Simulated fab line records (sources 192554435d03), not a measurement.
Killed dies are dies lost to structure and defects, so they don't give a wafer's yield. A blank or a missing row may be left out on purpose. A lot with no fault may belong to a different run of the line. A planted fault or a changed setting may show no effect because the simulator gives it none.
fab line records    flow n5-finfet
record lots=24  wafers=72  last-day=18
route steps=1938 shown BEOL_M2@906 BEOL_M3@969
lots untouched by any fault: they come from a run of this same line in which no faults occurred
start-h: hours from the record's opening day to when the first of the lot's shown wafers began    wait-h: how many hours have passed since the lot's step before this one    " identical to the entry in the row above    L1.1+2: one row covering several wafers at once    - no value, or no start was given    * or withheld: withheld    < > ~ a bound
route shown NAME@n: NAME is a module with steps in the file, n the number in the route of the first one    usual: mean/standard deviation taken from wafers without a fault    same: alike in all rows    chamber/n: place in a boat    sites: readings site by site    _std_site: the standard deviation of these    _edge_site: inner sites' mean taken away from outer sites' mean    radius-mm: for every site, how far away it sits from the centre of the wafer    mask NAME#n: copy n    behind: the most recent tool/chamber to have shaped the wafer    hold: the reason the lot was held/the length of the hold in hours/how it ended    device: whichever transistor did not switch (one of n, p or np)    end of line: the tests these same wafers got at the end of their route    a step given without rows: its recipe and nothing more    killed: dies lost to structure and defects at the first sort, not the wafer's yield    map: the dies of a wafer, with x for killed, . for not killed, _ for no die there
set.NAME: the setting that was run; set.NAME@STEP: the one run at that earlier step    model.NAME: the simulator's own value behind a step, which no gauge read
the route's steps for a sample of lots (tables are steps, rows are wafers)
services: from which hour (start-h, from the record's first day; less than 0 if before it) a tool's chamber was out of use, for how many hours, and why
## steps
# step N5_BEOL_M2_SPUTTER_79
# recipe material=Cu  target-thk-a=45  temp-c=-20  chamber-pressure-pa=0.07  power-w=withheld  time-s=8.29
# usual throttle-valve-pct=30.2/1.1
lot.wafer  tool            chamber  start-h  wait-h  throttle-valve-pct
L074.2     pvd-sputter-02  -        138.92   0.1     28.4
L074.3     "               -        "        "       30.6
L074.4     "               -        "        "       30.4
L075.1     pvd-sputter-02  -        144.79   0.1     30.9
L075.2     "               -        "        "       30.5
L075.5     "               -        "        "       30.4
L076.2     pvd-sputter-03  -        158.79   0.1     28.8
L076.4     "               -        "        "       32.7
L076.5     "               -        "        "       28.9
L077.3     pvd-sputter-02  -        161.01   0.1     28.4
L077.5     "               -        "        "       30.5
L077.6     "               -        "        "       30.6
L078.1     pvd-sputter-01  -        166.08   0.1     29.9
L078.4     "               -        "        "       30.1
L078.5     "               -        "        "       30.3
L079.1     pvd-sputter-01  -        180.76   0.1     29.3
L079.3     "               -        "        "       30.1
L079.5     "               -        "        "       29.6
L080.2     pvd-sputter-02  -        182.36   0.1     30.8
L080.5     "               -        "        "       30.5
L080.6     "               -        "        "       30.6
L081.1     pvd-sputter-03  -        186.47   0.1     31.9
L081.2     "               -        "        "       29.9
L081.3     "               -        "        "       29.0
L084.1     pvd-sputter-01  -        193.28   0.1     30.2
L084.3     "               -        "        "       30.0
L084.6     "               -        "        "       30.1
L082.1     pvd-sputter-01  -        198.95   0.1     30.1
L082.3     "               -        "        "       29.9
L082.5     "               -        "        "       30.0
L083.2     pvd-sputter-02  -        199.92   0.1     30.3
L083.5     "               -        "        "       28.2
L083.6     "               -        "        "       30.6
L085.2     pvd-sputter-02  -        209.99   0.1     30.2
L085.5     "               -        "        "       30.2
L085.6     "               -        "        "       30.4
L086.3     pvd-sputter-01  -        215.22   0.1     29.0
L086.4     "               -        "        "       30.1
L086.5     "               -        "        "       29.9
L087.1     pvd-sputter-01  -        220.64   0.1     29.1
L087.4     "               -        "        "       29.8
L087.5     "               -        "        "       30.3
L088.2     pvd-sputter-03  -        230.70   0.1     29.0
L088.3     "               -        "        "       31.9
L088.5     "               -        "        "       30.1
L089.1     pvd-sputter-03  -        235.02   0.1     30.0
L089.2     "               -        "        "       29.2
L089.4     "               -        "        "       32.0
L090.1     pvd-sputter-01  -        235.89   0.1     30.0
L090.2     "               -        "        "       30.1
L090.3     "               -        "        "       30.1
L091.3     pvd-sputter-01  -        249.95   0.1     30.0
L091.4     "               -        "        "       30.0
L091.6     "               -        "        "       29.3
L092.4     pvd-sputter-03  -        255.03   0.1     29.9
L092.5     "               -        "        "       29.9
L092.6     "               -        "        "       32.6
L093.1     pvd-sputter-02  -        260.49   0.1     30.8
L093.4     "               -        "        "       30.5
L093.6     "               -        "        "       30.9
L094.1     pvd-sputter-02  -        263.83   0.1     28.2
L094.2     "               -        "        "       30.3
L094.3     "               -        "        "       30.4
L095.1     pvd-sputter-01  -        265.89   0.1     30.1
L095.2     "               -        "        "       30.1
L095.3     "               -        "        "       29.6
L096.1     pvd-sputter-01  -        279.08   0.1     29.2
L096.3     "               -        "        "       30.0
L096.4     "               -        "        "       30.0
L097.1     pvd-sputter-03  -        284.26   0.1     32.8
L097.3     "               -        "        "       30.1
L097.6     "               -        "        "       29.0
# step N5_BEOL_M2_SPUTTER_81
# recipe material=Cu  target-thk-a=45  temp-c=-20  chamber-pressure-pa=0.07  power-w=withheld  time-s=8.29
# usual throttle-valve-pct=30.2/1.1
lot.wafer  tool            chamber  start-h  wait-h  throttle-valve-pct
L074.2     pvd-sputter-02  -        139.14   0.1     28.5
L074.3     "               -        "        "       30.5
L074.4     "               -        "        "       30.8
L075.1     pvd-sputter-02  -        145.01   0.1     30.8
L075.2     "               -        "        "       30.5
L075.5     "               -        "        "       30.4
L076.2     pvd-sputter-03  -        159.01   0.1     29.1
L076.4     "               -        "        "       32.7
L076.5     "               -        "        "       29.0
L077.3     pvd-sputter-02  -        161.23   0.1     28.5
L077.5     "               -        "        "       30.4
L077.6     "               -        "        "       30.7
L078.1     pvd-sputter-01  -        166.30   0.1     30.1
L078.4     "               -        "        "       30.0
L078.5     "               -        "        "       30.2
L079.1     pvd-sputter-01  -        180.98   0.1     29.3
L079.3     "               -        "        "       29.8
L079.5     "               -        "        "       29.5
L080.2     pvd-sputter-02  -        182.58   0.1     30.5
L080.5     "               -        "        "       30.4
L080.6     "               -        "        "       30.6
L081.1     pvd-sputter-03  -        186.69   0.1     32.2
L081.2     "               -        "        "       30.2
L081.3     "               -        "        "       29.1
L084.1     pvd-sputter-01  -        193.50   0.1     30.0
L084.3     "               -        "        "       30.2
L084.6     "               -        "        "       30.0
L082.1     pvd-sputter-01  -        199.17   0.1     30.4
L082.3     "               -        "        "       30.1
L082.5     "               -        "        "       30.2
L083.2     pvd-sputter-02  -        200.14   0.1     30.6
L083.5     "               -        "        "       28.2
L083.6     "               -        "        "       30.6
L085.2     pvd-sputter-02  -        210.21   0.1     30.2
L085.5     "               -        "        "       30.3
L085.6     "               -        "        "       31.1
L086.3     pvd-sputter-01  -        215.44   0.1     29.1
L086.4     "               -        "        "       30.3
L086.5     "               -        "        "       30.0
L087.1     pvd-sputter-01  -        220.86   0.1     29.3
L087.4     "               -        "        "       30.3
L087.5     "               -        "        "       30.1
L088.2     pvd-sputter-03  -        230.92   0.1     28.8
L088.3     "               -        "        "       32.1
L088.5     "               -        "        "       30.0
L089.1     pvd-sputter-03  -        235.24   0.1     30.1
L089.2     "               -        "        "       28.7
L089.4     "               -        "        "       31.9
L090.1     pvd-sputter-01  -        236.11   0.1     29.7
L090.2     "               -        "        "       30.0
L090.3     "               -        "        "       30.3
L091.3     pvd-sputter-01  -        250.17   0.1     29.9
L091.4     "               -        "        "       29.9
L091.6     "               -        "        "       29.4
L092.4     pvd-sputter-03  -        255.25   0.1     30.0
L092.5     "               -        "        "       30.1
L092.6     "               -        "        "       32.6
L093.1     pvd-sputter-02  -        260.71   0.1     30.4
L093.4     "               -        "        "       30.7
L093.6     "               -        "        "       30.8
L094.1     pvd-sputter-02  -        264.05   0.1     28.3
L094.2     "               -        "        "       30.5
L094.3     "               -        "        "       30.5
L095.1     pvd-sputter-01  -        266.11   0.1     30.2
L095.2     "               -        "        "       30.0
L095.3     "               -        "        "       29.6
L096.1     pvd-sputter-01  -        279.30   0.1     29.3
L096.3     "               -        "        "       30.1
L096.4     "               -        "        "       30.1
L097.1     pvd-sputter-03  -        284.48   0.1     32.8
L097.3     "               -        "        "       30.0
L097.6     "               -        "        "       28.7
# step N5_BEOL_M2_ANNEAL_89
# recipe temp-c=400  time-s=240  ambient=vacuum
# usual heater-power-w=760/89
lot.wafer  tool            chamber  start-h  wait-h  heater-power-w
L074.2     pvd-sputter-02  -        139.66   0.0     776
L074.3     "               -        "        "       834
L074.4     "               -        "        "       754
L075.1     pvd-sputter-02  -        145.53   0.0     838
L075.2     "               -        "        "       733
L075.5     "               -        "        "       830
L076.2     pvd-sputter-03  -        159.53   0.0     731
L076.4     "               -        "        "       647
L076.5     "               -        "        "       719
L077.3     pvd-sputter-02  -        161.75   0.0     772
L077.5     "               -        "        "       755
L077.6     "               -        "        "       809
L078.1     pvd-sputter-01  -        166.82   0.0     798
L078.4     "               -        "        "       628
L078.5     "               -        "        "       927
L079.1     pvd-sputter-01  -        181.50   0.0     641
L079.3     "               -        "        "       619
L079.5     "               -        "        "       631
L080.2     pvd-sputter-02  -        183.10   0.0     816
L080.5     "               -        "        "       812
L080.6     "               -        "        "       767
L081.1     pvd-sputter-03  -        187.21   0.0     790
L081.2     "               -        "        "       748
L081.3     "               -        "        "       700
L084.1     pvd-sputter-01  -        194.02   0.0     621
L084.3     "               -        "        "       927
L084.6     "               -        "        "       621
L082.1     pvd-sputter-01  -        199.69   0.0     785
L082.3     "               -        "        "       635
L082.5     "               -        "        "       633
L083.2     pvd-sputter-02  -        200.66   0.0     822
L083.5     "               -        "        "       766
L083.6     "               -        "        "       850
L085.2     pvd-sputter-02  -        210.73   0.0     861
L085.5     "               -        "        "       828
L085.6     "               -        "        "       747
L086.3     pvd-sputter-01  -        215.96   0.0     657
L086.4     "               -        "        "       915
L086.5     "               -        "        "       796
L087.1     pvd-sputter-01  -        221.38   0.0     649
L087.4     "               -        "        "       623
L087.5     "               -        "        "       638
L088.2     pvd-sputter-03  -        231.44   0.0     738
L088.3     "               -        "        "       806
L088.5     "               -        "        "       767
L089.1     pvd-sputter-03  -        235.76   0.0     729
L089.2     "               -        "        "       686
L089.4     "               -        "        "       790
L090.1     pvd-sputter-01  -        236.63   0.0     789
L090.2     "               -        "        "       633
L090.3     "               -        "        "       919
L091.3     pvd-sputter-01  -        250.69   0.0     803
L091.4     "               -        "        "       634
L091.6     "               -        "        "       660
L092.4     pvd-sputter-03  -        255.77   0.0     735
L092.5     "               -        "        "       718
L092.6     "               -        "        "       653
L093.1     pvd-sputter-02  -        261.23   0.0     744
L093.4     "               -        "        "       829
L093.6     "               -        "        "       741
L094.1     pvd-sputter-02  -        264.57   0.0     801
L094.2     "               -        "        "       835
L094.3     "               -        "        "       760
L095.1     pvd-sputter-01  -        266.63   0.0     904
L095.2     "               -        "        "       619
L095.3     "               -        "        "       802
L096.1     pvd-sputter-01  -        279.82   0.0     654
L096.3     "               -        "        "       771
L096.4     "               -        "        "       936
L097.1     pvd-sputter-03  -        285.00   0.0     656
L097.3     "               -        "        "       730
L097.6     "               -        "        "       701
# step N5_BEOL_M2_ANNEAL_91
# recipe temp-c=400  time-s=240  ambient=vacuum
# usual heater-power-w=762/89
lot.wafer  tool            chamber  start-h  wait-h  heater-power-w
L074.2     pvd-sputter-02  -        139.88   0.0     771
L074.3     "               -        "        "       835
L074.4     "               -        "        "       746
L075.1     pvd-sputter-02  -        145.75   0.0     824
L075.2     "               -        "        "       746
L075.5     "               -        "        "       848
L076.2     pvd-sputter-03  -        159.75   0.0     711
L076.4     "               -        "        "       656
L076.5     "               -        "        "       705
L077.3     pvd-sputter-02  -        161.97   0.0     798
L077.5     "               -        "        "       741
L077.6     "               -        "        "       824
L078.1     pvd-sputter-01  -        167.04   0.0     799
L078.4     "               -        "        "       626
L078.5     "               -        "        "       925
L079.1     pvd-sputter-01  -        181.72   0.0     666
L079.3     "               -        "        "       620
L079.5     "               -        "        "       648
L080.2     pvd-sputter-02  -        183.32   0.0     811
L080.5     "               -        "        "       834
L080.6     "               -        "        "       744
L081.1     pvd-sputter-03  -        187.43   0.0     792
L081.2     "               -        "        "       721
L081.3     "               -        "        "       727
L084.1     pvd-sputter-01  -        194.24   0.0     605
L084.3     "               -        "        "       929
L084.6     "               -        "        "       621
L082.1     pvd-sputter-01  -        199.91   0.0     785
L082.3     "               -        "        "       612
L082.5     "               -        "        "       631
L083.2     pvd-sputter-02  -        200.88   0.0     832
L083.5     "               -        "        "       783
L083.6     "               -        "        "       841
L085.2     pvd-sputter-02  -        210.95   0.0     834
L085.5     "               -        "        "       852
L085.6     "               -        "        "       739
L086.3     pvd-sputter-01  -        216.18   0.0     669
L086.4     "               -        "        "       905
L086.5     "               -        "        "       781
L087.1     pvd-sputter-01  -        221.60   0.0     668
L087.4     "               -        "        "       623
L087.5     "               -        "        "       648
L088.2     pvd-sputter-03  -        231.66   0.0     724
L088.3     "               -        "        "       780
L088.5     "               -        "        "       739
L089.1     pvd-sputter-03  -        235.98   0.0     749
L089.2     "               -        "        "       706
L089.4     "               -        "        "       789
L090.1     pvd-sputter-01  -        236.85   0.0     784
L090.2     "               -        "        "       637
L090.3     "               -        "        "       925
L091.3     pvd-sputter-01  -        250.91   0.0     796
L091.4     "               -        "        "       627
L091.6     "               -        "        "       660
L092.4     pvd-sputter-03  -        255.99   0.0     759
L092.5     "               -        "        "       766
L092.6     "               -        "        "       658
L093.1     pvd-sputter-02  -        261.45   0.0     741
L093.4     "               -        "        "       806
L093.6     "               -        "        "       746
L094.1     pvd-sputter-02  -        264.79   0.0     774
L094.2     "               -        "        "       848
L094.3     "               -        "        "       738
L095.1     pvd-sputter-01  -        266.85   0.0     913
L095.2     "               -        "        "       629
L095.3     "               -        "        "       795
L096.1     pvd-sputter-01  -        280.04   0.0     660
L096.3     "               -        "        "       804
L096.4     "               -        "        "       936
L097.1     pvd-sputter-03  -        285.22   0.0     655
L097.3     "               -        "        "       754
L097.6     "               -        "        "       721
# step N5_BEOL_M2_ANNEAL_95
# recipe temp-c=400  time-s=240  ambient=vacuum
# usual heater-power-w=761/89
lot.wafer  tool            chamber  start-h  wait-h  heater-power-w
L074.2     pvd-sputter-02  -        140.32   0.0     773
L074.3     "               -        "        "       817
L074.4     "               -        "        "       756
L075.1     pvd-sputter-02  -        146.19   0.0     825
L075.2     "               -        "        "       757
L075.5     "               -        "        "       846
L076.2     pvd-sputter-03  -        160.19   0.0     705
L076.4     "               -        "        "       639
L076.5     "               -        "        "       711
L077.3     pvd-sputter-02  -        162.41   0.0     766
L077.5     "               -        "        "       753
L077.6     "               -        "        "       846
L078.1     pvd-sputter-01  -        167.48   0.0     783
L078.4     "               -        "        "       615
L078.5     "               -        "        "       946
L079.1     pvd-sputter-01  -        182.16   0.0     647
L079.3     "               -        "        "       598
L079.5     "               -        "        "       662
L080.2     pvd-sputter-02  -        183.76   0.0     821
L080.5     "               -        "        "       823
L080.6     "               -        "        "       725
L081.1     pvd-sputter-03  -        187.87   0.0     809
L081.2     "               -        "        "       746
L081.3     "               -        "        "       729
L084.1     pvd-sputter-01  -        194.68   0.0     619
L084.3     "               -        "        "       929
L084.6     "               -        "        "       619
L082.1     pvd-sputter-01  -        200.35   0.0     796
L082.3     "               -        "        "       631
L082.5     "               -        "        "       621
L083.2     pvd-sputter-02  -        201.32   0.0     835
L083.5     "               -        "        "       791
L083.6     "               -        "        "       823
L085.2     pvd-sputter-02  -        211.39   0.0     809
L085.5     "               -        "        "       834
L085.6     "               -        "        "       756
L086.3     pvd-sputter-01  -        216.62   0.0     651
L086.4     "               -        "        "       924
L086.5     "               -        "        "       799
L087.1     pvd-sputter-01  -        222.04   0.0     654
L087.4     "               -        "        "       614
L087.5     "               -        "        "       628
L088.2     pvd-sputter-03  -        232.10   0.0     728
L088.3     "               -        "        "       792
L088.5     "               -        "        "       734
L089.1     pvd-sputter-03  -        236.42   0.0     733
L089.2     "               -        "        "       713
L089.4     "               -        "        "       808
L090.1     pvd-sputter-01  -        237.29   0.0     784
L090.2     "               -        "        "       633
L090.3     "               -        "        "       884
L091.3     pvd-sputter-01  -        251.35   0.0     779
L091.4     "               -        "        "       634
L091.6     "               -        "        "       654
L092.4     pvd-sputter-03  -        256.43   0.0     736
L092.5     "               -        "        "       745
L092.6     "               -        "        "       653
L093.1     pvd-sputter-02  -        261.89   0.0     735
L093.4     "               -        "        "       836
L093.6     "               -        "        "       742
L094.1     pvd-sputter-02  -        265.23   0.0     778
L094.2     "               -        "        "       874
L094.3     "               -        "        "       734
L095.1     pvd-sputter-01  -        267.29   0.0     914
L095.2     "               -        "        "       617
L095.3     "               -        "        "       792
L096.1     pvd-sputter-01  -        280.48   0.0     659
L096.3     "               -        "        "       790
L096.4     "               -        "        "       923
L097.1     pvd-sputter-03  -        285.66   0.0     647
L097.3     "               -        "        "       737
L097.6     "               -        "        "       727
# step N5_BEOL_M3_DESCUM_33
# recipe chemistry=O2  time-s=7  source-power-w=50  bias-power-w=20  pressure-mtorr=20  rf-frequency-hz=2.712e+07  temp-c=40  resist=CAR-EUV  o2-flow-sccm=225
# usual drypump-motor-current-A=5.7/0.46  oes-product-au=0.81/0.073  rf-vpp-V=243.4/1.6  showerhead-plenum-p-Torr=2.11/0.082  throttle-valve-pct=20.40/0.18
lot.wafer  tool         chamber  start-h  wait-h  drypump-motor-current-A  oes-product-au  rf-hours-counter-h  rf-vpp-V  showerhead-plenum-p-Torr  throttle-valve-pct
L074.2     rie-diel-05  0        143.73   0.0     6.3                      0.89            37                  243.8     2.05                      20.62
L074.3     "            1        "        "       5.3                      0.89            44                  245.8     2.22                      20.20
L074.4     "            3        "        "       5.3                      0.71            219                 243.5     2.07                      20.28
L075.1     rie-diel-05  0        151.52   0.1     6.3                      0.88            40                  243.1     2.05                      20.65
L075.2     "            3        "        "       5.3                      0.72            222                 242.0     2.07                      20.31
L075.5     "            2        "        "       5.4                      0.87            -                   246.1     2.22                      20.34
L076.2     rie-diel-05  3        164.70   0.0     5.3                      0.71            225                 242.8     2.07                      20.29
L076.4     "            1        "        "       5.3                      0.89            50                  244.7     2.22                      20.21
L076.5     "            3        "        "       5.4                      0.70            -                   242.1     2.07                      20.30
L077.3     rie-diel-05  3        168.05   0.0     5.3                      0.70            225                 242.6     2.07                      20.29
L077.5     "            0        "        "       6.3                      0.87            -                   244.0     2.05                      20.63
L077.6     "            3        "        "       5.3                      0.71            -                   242.9     2.07                      20.30
L078.1     rie-diel-05  2        173.14   0.1     5.4                      0.86            66                  244.6     2.22                      20.35
L078.4     "            3        "        "       5.3                      0.70            227                 242.6     2.06                      20.30
L078.5     "            1        "        "       5.3                      0.88            -                   245.7     2.21                      20.21
L079.1     rie-diel-03  2        186.22   0.0     6.2                      0.84            71                  243.5     2.11                      20.17
L079.3     "            0        "        "       5.4                      0.75            153                 242.8     2.09                      20.55
L079.5     "            2        "        "       6.2                      0.85            -                   242.3     2.11                      20.19
L080.2     rie-diel-04  2        187.27   0.0     4.8                      0.73            183                 243.1     2.16                      20.20
L080.5     "            3        "        "       6.0                      0.74            -                   241.6     2.00                      20.36
L080.6     "            0        "        "       6.3                      0.75            -                   244.1     2.09                      20.38
L081.1     rie-diel-04  1        191.07   0.0     5.4                      0.85            53                  242.2     2.03                      20.73
L081.2     "            2        "        "       4.7                      0.73            184                 243.4     2.16                      20.21
L081.3     "            0        "        "       6.3                      0.75            178                 242.8     2.09                      20.37
L084.1     rie-diel-05  3        199.64   0.0     5.4                      0.70            237                 242.4     2.06                      20.31
L084.3     "            1        "        "       5.3                      0.87            61                  244.6     2.21                      20.23
L084.6     "            3        "        "       5.3                      0.70            -                   242.9     2.06                      20.31
L082.1     rie-diel-05  1        203.77   0.0     5.3                      0.87            61                  245.0     2.21                      20.20
L082.3     "            0        "        "       6.3                      0.86            56                  242.0     2.04                      20.66
L082.5     "            1        "        "       5.3                      0.86            -                   245.0     2.21                      20.22
L083.2     rie-diel-05  0        204.65   0.0     6.4                      0.86            56                  242.8     2.04                      20.66
L083.5     "            3        "        "       5.3                      0.70            -                   242.2     2.06                      20.32
L083.6     "            2        "        "       5.4                      0.85            -                   245.1     2.21                      20.37
L085.2     rie-diel-04  1        214.63   0.1     5.4                      0.85            60                  240.9     2.03                      20.74
L085.5     "            3        "        "       6.0                      0.74            -                   241.8     2.00                      20.35
L085.6     "            2        "        "       4.8                      0.73            -                   243.4     2.16                      20.23
L086.3     rie-diel-03  1        220.72   0.0     6.0                      0.72            201                 239.8     1.99                      20.46
L086.4     "            3        "        "       6.0                      0.91            27                  244.8     2.22                      20.49
L086.5     "            3        "        "       6.0                      0.92            -                   245.3     2.22                      20.48
L087.1     rie-diel-05  3        227.37   0.0     5.3                      0.69            245                 242.5     2.06                      20.33
L087.4     "            2        "        "       5.4                      0.84            83                  244.0     2.21                      20.38
L087.5     "            2        "        "       5.4                      0.85            -                   244.5     2.21                      20.37
L088.2     rie-diel-04  3        235.81   0.0     6.0                      0.72            174                 241.6     1.99                      20.37
L088.3     "            1        "        "       5.4                      0.84            67                  243.9     2.03                      20.76
L088.5     "            0        "        "       6.3                      0.73            -                   243.1     2.08                      20.40
L089.1     rie-diel-05  3        239.99   0.0     5.3                      0.69            250                 243.5     2.06                      20.34
L089.2     "            2        "        "       5.4                      0.84            87                  246.0     2.21                      20.37
L089.4     "            1        "        "       5.3                      0.84            73                  245.7     2.21                      20.23
L090.1     rie-diel-03  1        240.61   0.0     6.0                      0.72            207                 240.3     1.99                      20.44
L090.2     "            2        "        "       6.2                      0.82            87                  244.3     2.11                      20.19
L090.3     "            3        "        "       6.1                      0.91            33                  247.0     2.22                      20.48
L091.3     rie-diel-03  1        254.72   0.0     6.0                      0.72            212                 242.5     1.99                      20.46
L091.4     "            3        "        "       6.0                      0.90            38                  245.1     2.22                      20.51
L091.6     "            2        "        "       6.2                      0.81            -                   243.0     2.11                      20.21
L092.4     rie-diel-04  3        260.71   0.0     6.0                      0.72            181                 240.8     1.99                      20.39
L092.5     "            0        "        "       6.3                      0.72            -                   243.6     2.08                      20.44
L092.6     "            3        "        "       6.0                      0.72            -                   241.3     1.99                      20.37
L093.1     rie-diel-05  2        265.05   0.0     5.5                      0.82            97                  245.3     2.21                      20.40
L093.4     "            2        "        "       5.4                      0.82            -                   244.8     2.21                      20.40
L093.6     "            0        "        "       6.4                      0.82            -                   242.5     2.03                      20.68
L094.1     rie-diel-05  1        269.70   0.0     5.3                      0.83            84                  244.7     2.20                      20.26
L094.2     "            3        "        "       5.3                      1.01            0                   242.7     2.06                      19.98
L094.3     "            0        "        "       6.3                      0.83            79                  242.4     2.03                      20.70
L095.1     rie-diel-03  2        270.90   0.0     6.2                      0.80            97                  244.1     2.10                      20.21
L095.2     "            0        "        "       5.4                      0.73            178                 243.3     2.08                      20.57
L095.3     "            3        "        "       6.1                      0.88            43                  245.0     2.22                      20.49
L096.1     rie-diel-04  3        284.13   0.0     6.0                      0.72            188                 240.7     1.99                      20.40
L096.3     "            0        "        "       6.3                      0.71            206                 242.8     2.08                      20.41
L096.4     "            1        "        "       5.4                      0.81            81                  241.6     2.02                      20.77
L097.1     rie-diel-05  2        290.34   0.1     5.4                      0.82            105                 245.3     2.20                      20.40
L097.3     "            1        "        "       5.3                      0.83            91                  245.6     2.20                      20.24
L097.6     "            1        "        "       5.3                      0.83            -                   244.7     2.20                      20.27
## services
tool            chamber  start-h  hours  kind
rie-diel-04     3        158.32   14.6   repair
rie-diel-03     2        166.17   6.7    repair
pvd-sputter-03  -        168.44   10.5   repair
rie-diel-04     3        193.36   5.3    repair
rie-diel-04     3        210.71   1.6    repair
rie-diel-05     3        242.10   -      clean
rie-diel-05     3        242.10   -      consumable-replace:focus-ring
rie-diel-05     3        242.10   27.1   scheduled-down
rie-diel-05     3        242.10   27.1   vent-cycle
rie-diel-05     1        245.40   1.7    repair
rie-diel-04     2        270.32   2.7    repair
## key
fault none
